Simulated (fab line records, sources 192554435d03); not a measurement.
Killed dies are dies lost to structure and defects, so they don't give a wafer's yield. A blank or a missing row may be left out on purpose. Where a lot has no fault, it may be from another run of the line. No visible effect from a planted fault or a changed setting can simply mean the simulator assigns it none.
Which tool is to blame? :: flow n5 finfet :: 10 lots with 30 wafers sampled at 5 steps, on a route of 1938 steps

== WHAT THE GAUGES READ, wafer by wafer ==
N5_HKMG_FIN_OVL_MEAS_13. Usual: NWFM_OVL gives 0.2 nm (standard deviation 0.76).
lot: L327
measured: day 4 15:01
on: overlay-02
NWFM_OVL (nm): 0.1 -0.3 0.3
flag: 

lot: L328
measured: day 4 23:58
on: overlay-02
NWFM_OVL (nm): -0.2 -0.1 0.6
flag: 

lot: L330
measured: day 5 14:02
on: overlay-02
NWFM_OVL (nm): -0.2 -0.4 0.5
flag: 

lot: L333
measured: day 6 08:09
on: overlay-01
NWFM_OVL (nm): 0.2 0.5 0.2
flag: 

lot: L334
measured: day 6 10:23
on: overlay-01
NWFM_OVL (nm): -0.3 -0.2 0.6
flag: 

lot: L335
measured: day 6 15:23
on: overlay-01
NWFM_OVL (nm): 1.2 -0.5 1.2
flag: 

lot: L341
measured: day 8 00:59
on: overlay-01
NWFM_OVL (nm): 1.8 2.4 -0.3
flag: 

lot: L342
measured: day 8 06:46
on: overlay-01
NWFM_OVL (nm): 0.6 0.7 0.5
flag: 

lot: L343
measured: day 8 17:29
on: overlay-01
NWFM_OVL (nm): 0.0 -1.0 -0.7
flag: 

lot: L348
measured: day 9 21:26
on: overlay-01
NWFM_OVL (nm): 0.7 -0.5 -0.7
flag: 

N5_HKMG_FIN_INSPECT_14: inspects for defects (macro). Usual: raw defect count at 2.1, with a standard deviation of 1.4.
lot: L327
measured: day 4 15:02
on: defect inspect-02
raw defect count: 2 4 3
flag: 

lot: L328
measured: day 5 00:00
on: defect inspect-02
raw defect count: 3 1 2
flag: 

lot: L330
measured: day 5 14:04
on: defect inspect-01
raw defect count: 3 2 0
flag: 

lot: L333
measured: day 6 08:11
on: defect inspect-01
raw defect count: 1 2 0
flag: 

lot: L334
measured: day 6 10:25
on: defect inspect-02
raw defect count: 1 3 1
flag: 

lot: L335
measured: day 6 15:25
on: defect inspect-01
raw defect count: 2 2 3
flag: 

lot: L341
measured: day 8 01:01
on: defect inspect-02
raw defect count: 4 3 4
flag: 

lot: L342
measured: day 8 06:47
on: defect inspect-02
raw defect count: 4 2 3
flag: 

lot: L343
measured: day 8 17:31
on: defect inspect-02
raw defect count: 3 1 3
flag: 

lot: L348
measured: day 9 21:28
on: defect inspect-02
raw defect count: 3 0 0
flag: 

N5_BEOL_M4_RC_MEAS_101. Usual: DIBL_N 37.1 mV/V, standard deviation 2.6; DIBL_P 38 mV/V, standard deviation 3; IOFF_N 0.18 nA/um, standard deviation 0.052; IOFF_P 0.25 nA/um, standard deviation 0.06; ION_N 678 uA/um, standard deviation 15; ION_P 467 uA/um, standard deviation 8.6; SS_N 71.7 mV/dec, standard deviation 0.73; SS_P 73.7 mV/dec, standard deviation 0.89; VT_N 249 mV, standard deviation 4.3; VT_P -248 mV, standard deviation 3.8.
lot: L327
measured: day 11 05:18
on: prober-02
DIBL_N (mV/V): 36.0 36.3 36.3
DIBL_P (mV/V): 34 36 35
IOFF_N (nA/um): 0.14 0.17 0.15
IOFF_P (nA/um): 0.20 0.24 0.24
ION_N (uA/um): 676 692 691
ION_P (uA/um): 465 472 474
SS_N (mV/dec): 71.2 71.6 71.2
SS_P (mV/dec): 72.9 73.4 72.7
VT_N (mV): 248 244 249
VT_P (mV): -250 -246 -248
flag: 

lot: L328
measured: day 11 17:44
on: prober-01
DIBL_N (mV/V): 37.3 36.6 36.6
DIBL_P (mV/V): 39 36 38
IOFF_N (nA/um): 0.21 0.16 0.18
IOFF_P (nA/um): 0.29 0.23 0.29
ION_N (uA/um): 708 683 682
ION_P (uA/um): 478 467 476
SS_N (mV/dec): 71.3 72.1 70.9
SS_P (mV/dec): 74.5 73.8 74.0
VT_N (mV): 242 248 243
VT_P (mV): -242 -246 -243
flag: 

lot: L330
measured: day 12 09:07
on: prober-02
DIBL_N (mV/V): 34.7 33.9 34.8
DIBL_P (mV/V): 34 33 35
IOFF_N (nA/um): 0.13 0.12 0.13
IOFF_P (nA/um): 0.22 0.19 0.23
ION_N (uA/um): 659 661 674
ION_P (uA/um): 464 461 475
SS_N (mV/dec): 71.6 71.3 71.1
SS_P (mV/dec): 73.4 72.3 72.6
VT_N (mV): 251 253 255
VT_P (mV): -247 -251 -246
flag: 

lot: L335
measured: day 14 00:48
on: prober-02
DIBL_N (mV/V): 35.7 35.8 34.1
DIBL_P (mV/V): 36 39 35
IOFF_N (nA/um): 0.15 0.15 0.13
IOFF_P (nA/um): 0.21 0.27 0.20
ION_N (uA/um): 657 663 658
ION_P (uA/um): 456 469 461
SS_N (mV/dec): 70.7 71.8 71.4
SS_P (mV/dec): 73.2 73.0 72.5
VT_N (mV): 250 251 253
VT_P (mV): -249 -248 -252
flag: 

lot: L341
measured: day 15 06:35
on: prober-01
DIBL_N (mV/V): 38.9 38.1 40.2
DIBL_P (mV/V): 39 40 41
IOFF_N (nA/um): 0.21 0.19 0.25
IOFF_P (nA/um): 0.29 0.34 0.35
ION_N (uA/um): 685 683 692
ION_P (uA/um): 470 478 478
SS_N (mV/dec): 72.4 72.1 72.4
SS_P (mV/dec): 73.9 73.0 74.0
VT_N (mV): 247 246 243
VT_P (mV): -243 -242 -241
flag: 

lot: L342
measured: day 14 14:53
on: prober-02
DIBL_N (mV/V): 36.8 37.6 42.1
DIBL_P (mV/V): 38 39 43
IOFF_N (nA/um): 0.15 0.18 0.30
IOFF_P (nA/um): 0.25 0.29 0.40
ION_N (uA/um): 675 680 712
ION_P (uA/um): 469 478 482
SS_N (mV/dec): 71.2 71.5 72.6
SS_P (mV/dec): 73.1 73.6 75.5
VT_N (mV): 253 247 241
VT_P (mV): -245 -245 -240
flag: 

lot: L343
measured: day 15 15:47
on: prober-01
DIBL_N (mV/V): 32.3 36.0 32.8
DIBL_P (mV/V): 34 38 34
IOFF_N (nA/um): 0.11 0.17 0.12
IOFF_P (nA/um): 0.17 0.25 0.18
ION_N (uA/um): 661 662 671
ION_P (uA/um): 452 461 469
SS_N (mV/dec): 70.5 72.2 70.6
SS_P (mV/dec): 71.0 74.0 71.9
VT_N (mV): 253 247 254
VT_P (mV): -252 -248 -252
flag: 

lot: L348
measured: day 16 15:21
on: prober-02
DIBL_N (mV/V): 39.7 40.2 38.0
DIBL_P (mV/V): 42 42 39
IOFF_N (nA/um): 0.26 0.25 0.22
IOFF_P (nA/um): 0.32 0.33 0.26
ION_N (uA/um): 694 682 681
ION_P (uA/um): 474 475 466
SS_N (mV/dec): 72.8 72.6 72.4
SS_P (mV/dec): 75.2 74.5 74.2
VT_N (mV): 241 246 245
VT_P (mV): -245 -245 -246
flag: 

== WHICH TOOL RAN EACH LOT (tool, then ch and the chambers of the sampled wafers, then the start) ==
lot: L327
N5_HKMG_FIN_ETCH_32: rie diel-05 ch 0,1, day 4 15:10
N5_HKMG_FIN_STRIP_88: plasma asher-02 ch 0,1, day 4 16:38

lot: L328
N5_HKMG_FIN_ETCH_32: rie diel-05 ch 0,1,3, day 5 00:07
N5_HKMG_FIN_STRIP_88: plasma asher-02 ch 0,1, day 5 01:43

lot: L330
N5_HKMG_FIN_ETCH_32: rie diel-01 ch 0,1,2, day 5 14:12
N5_HKMG_FIN_STRIP_88: plasma asher-02 ch 0,1, day 5 15:41

lot: L333
N5_HKMG_FIN_ETCH_32: rie diel-01 ch 0,1,3, day 6 08:18
N5_HKMG_FIN_STRIP_88: plasma asher-01 ch 0,1, day 6 09:47

lot: L334
N5_HKMG_FIN_ETCH_32: rie diel-05 ch 0,1,2, day 6 10:34
N5_HKMG_FIN_STRIP_88: plasma asher-02 ch 0,1, day 6 12:12

lot: L335
N5_HKMG_FIN_ETCH_32: rie diel-05 ch 0,2,3, day 6 15:32
N5_HKMG_FIN_STRIP_88: plasma asher-01 ch 0,1, day 6 17:01

lot: L341
N5_HKMG_FIN_ETCH_32: rie diel-01 ch 1,2,3, day 8 01:08
N5_HKMG_FIN_STRIP_88: plasma asher-01 ch 0,1, day 8 02:37

lot: L342
N5_HKMG_FIN_ETCH_32: rie diel-05 ch 1,2,3, day 8 06:55
N5_HKMG_FIN_STRIP_88: plasma asher-02 ch 0,1, day 8 08:28

lot: L343
N5_HKMG_FIN_ETCH_32: rie diel-04 ch 2,3, day 8 17:38
N5_HKMG_FIN_STRIP_88: plasma asher-02 ch 0,1, day 8 19:33

lot: L348
N5_HKMG_FIN_ETCH_32: rie diel-04 ch 1,2, day 9 21:35
N5_HKMG_FIN_STRIP_88: plasma asher-01 ch 0,1, day 9 23:05
- N5_HKMG_FIN_ETCH_32: etches SOC in N2/H2, target depth 240 nm, time 300 s.
- N5_HKMG_FIN_STRIP_88: strips in N2/H2, time 360 s.

== AS READ BY THE TOOLS THEMSELVES (means over the sampled wafers that have a number; for cases with no such wafer, the mark the record gives instead) ==
N5_HKMG_FIN_ETCH_32. Usual: chamber pressure mTorr 29.998 mTorr, standard deviation 0.026; drypump motor current A 5.6 A, standard deviation 0.49; h2 flow sccm 200.0 sccm, standard deviation 0.64; oes product au 0.79 a.u., standard deviation 0.087; rf vpp V 523.7 V, standard deviation 1.8; showerhead plenum p Torr 2.54 Torr, standard deviation 0.067; temp c 39.99 C, standard deviation 0.11; throttle valve pct 17.61 %, standard deviation 0.21.
lot: L327
tool: rie diel-05
chamber pressure mTorr (mTorr): 29.992
drypump motor current A (A): 5.6
h2 flow sccm (sccm): 199.6
oes product au (a.u.): 0.83
rf vpp V (V): 523.8
showerhead plenum p Torr (Torr): 2.55
temp c (C): 39.87
throttle valve pct (%): 17.50
flag: 

lot: L328
tool: rie diel-05
chamber pressure mTorr (mTorr): 30.001
drypump motor current A (A): 5.7
h2 flow sccm (sccm): 200.0
oes product au (a.u.): 0.78
rf vpp V (V): 524.1
showerhead plenum p Torr (Torr): 2.52
temp c (C): 39.88
throttle valve pct (%): 17.66
flag: 

lot: L330
tool: rie diel-01
chamber pressure mTorr (mTorr): 29.987
drypump motor current A (A): 5.3
h2 flow sccm (sccm): 199.7
oes product au (a.u.): 0.73
rf vpp V (V): 523.4
showerhead plenum p Torr (Torr): 2.55
temp c (C): 39.99
throttle valve pct (%): 17.81
flag: 

lot: L333
tool: rie diel-01
chamber pressure mTorr (mTorr): 29.987
drypump motor current A (A): 5.4
h2 flow sccm (sccm): 200.5
oes product au (a.u.): 0.78
rf vpp V (V): 524.0
showerhead plenum p Torr (Torr): 2.58
temp c (C): 39.93
throttle valve pct (%): 17.79
flag: 

lot: L334
tool: rie diel-05
chamber pressure mTorr (mTorr): 30.010
drypump motor current A (A): 5.7
h2 flow sccm (sccm): 200.0
oes product au (a.u.): 0.82
rf vpp V (V): 523.8
showerhead plenum p Torr (Torr): 2.53
temp c (C): 40.02
throttle valve pct (%): 17.46
flag: 

lot: L335
tool: rie diel-05
chamber pressure mTorr (mTorr): 30.010
drypump motor current A (A): 5.3
h2 flow sccm (sccm): 200.0
oes product au (a.u.): 0.85
rf vpp V (V): 524.5
showerhead plenum p Torr (Torr): 2.53
temp c (C): 40.10
throttle valve pct (%): 17.51
flag: 

lot: L341
tool: rie diel-01
chamber pressure mTorr (mTorr): 29.986
drypump motor current A (A): 5.3
h2 flow sccm (sccm): 200.4
oes product au (a.u.): 0.77
rf vpp V (V): 522.0
showerhead plenum p Torr (Torr): 2.53
temp c (C): 40.07
throttle valve pct (%): 17.69
flag: 

lot: L342
tool: rie diel-05
chamber pressure mTorr (mTorr): 30.010
drypump motor current A (A): 5.7
h2 flow sccm (sccm): 199.6
oes product au (a.u.): 0.86
rf vpp V (V): 523.1
showerhead plenum p Torr (Torr): 2.51
temp c (C): 40.01
throttle valve pct (%): 17.49
flag: 

lot: L343
tool: rie diel-04
chamber pressure mTorr (mTorr): 29.995
drypump motor current A (A): 6.0
h2 flow sccm (sccm): 200.0
oes product au (a.u.): 0.72
rf vpp V (V): 524.7
showerhead plenum p Torr (Torr): 2.59
temp c (C): 39.96
throttle valve pct (%): 17.55
flag: 

lot: L348
tool: rie diel-04
chamber pressure mTorr (mTorr): 29.988
drypump motor current A (A): 5.4
h2 flow sccm (sccm): 199.4
oes product au (a.u.): 0.77
rf vpp V (V): 524.2
showerhead plenum p Torr (Torr): 2.57
temp c (C): 40.06
throttle valve pct (%): 17.64
flag: 

N5_HKMG_FIN_STRIP_88. Usual: drypump motor current A 5.55 A, standard deviation 0.21; h2 flow sccm 3250 sccm, standard deviation 10; heater power w 447 W, standard deviation 55; temp c 300.01 C, standard deviation 0.22.
lot: L327
tool: plasma asher-02
drypump motor current A (A): 5.70
h2 flow sccm (sccm): 3252
heater power w (W): 433
temp c (C): 299.96
flag: 

lot: L328
tool: plasma asher-02
drypump motor current A (A): 5.79
h2 flow sccm (sccm): 3252
heater power w (W): 423
temp c (C): 300.17
flag: 

lot: L330
tool: plasma asher-02
drypump motor current A (A): 5.79
h2 flow sccm (sccm): 3245
heater power w (W): 430
temp c (C): 299.98
flag: 

lot: L333
tool: plasma asher-01
drypump motor current A (A): -
h2 flow sccm (sccm): -
heater power w (W): -
temp c (C): -
flag: OFF

lot: L334
tool: plasma asher-02
drypump motor current A (A): -
h2 flow sccm (sccm): -
heater power w (W): -
temp c (C): -
flag: OFF

lot: L335
tool: plasma asher-01
drypump motor current A (A): 5.46
h2 flow sccm (sccm): 3259
heater power w (W): 478
temp c (C): 299.99
flag: 

lot: L341
tool: plasma asher-01
drypump motor current A (A): 5.43
h2 flow sccm (sccm): 3253
heater power w (W): 487
temp c (C): 299.95
flag: 

lot: L342
tool: plasma asher-02
drypump motor current A (A): 5.72
h2 flow sccm (sccm): 3244
heater power w (W): 440
temp c (C): 299.84
flag: 

lot: L343
tool: plasma asher-02
drypump motor current A (A): 5.79
h2 flow sccm (sccm): 3246
heater power w (W): 425
temp c (C): 299.95
flag: 

lot: L348
tool: plasma asher-01
drypump motor current A (A): 5.36
h2 flow sccm (sccm): 3244
heater power w (W): 433
temp c (C): 300.04
flag: 

== THE ANSWER, worked out from the rows above alone ==
Rule: a lot is off if the mean of its wafers that have a number lies more than 3 standard deviations from the usual mean. Also off: a lot with no number at a reading for which 4 or more lots have one. Any other lot the step has rows for is counted as sound. First the gauges in route order, then the tools' own readings, where a lot's mean is used as printed above. The first step at which some lot is off is used, and at that step the reading that is off furthest; a lot without a number counts as furthest.
Off at N5_HKMG_FIN_STRIP_88 (drypump motor current A): L333, L334. Without a number there: L333, L334.
If a tool, at that step or one of the process steps before it, ran each lot that is off and ran no sound lot following the first of them, it fits. No candidate that was tried fits.

== WHAT THE SIMULATOR PUT IN ==
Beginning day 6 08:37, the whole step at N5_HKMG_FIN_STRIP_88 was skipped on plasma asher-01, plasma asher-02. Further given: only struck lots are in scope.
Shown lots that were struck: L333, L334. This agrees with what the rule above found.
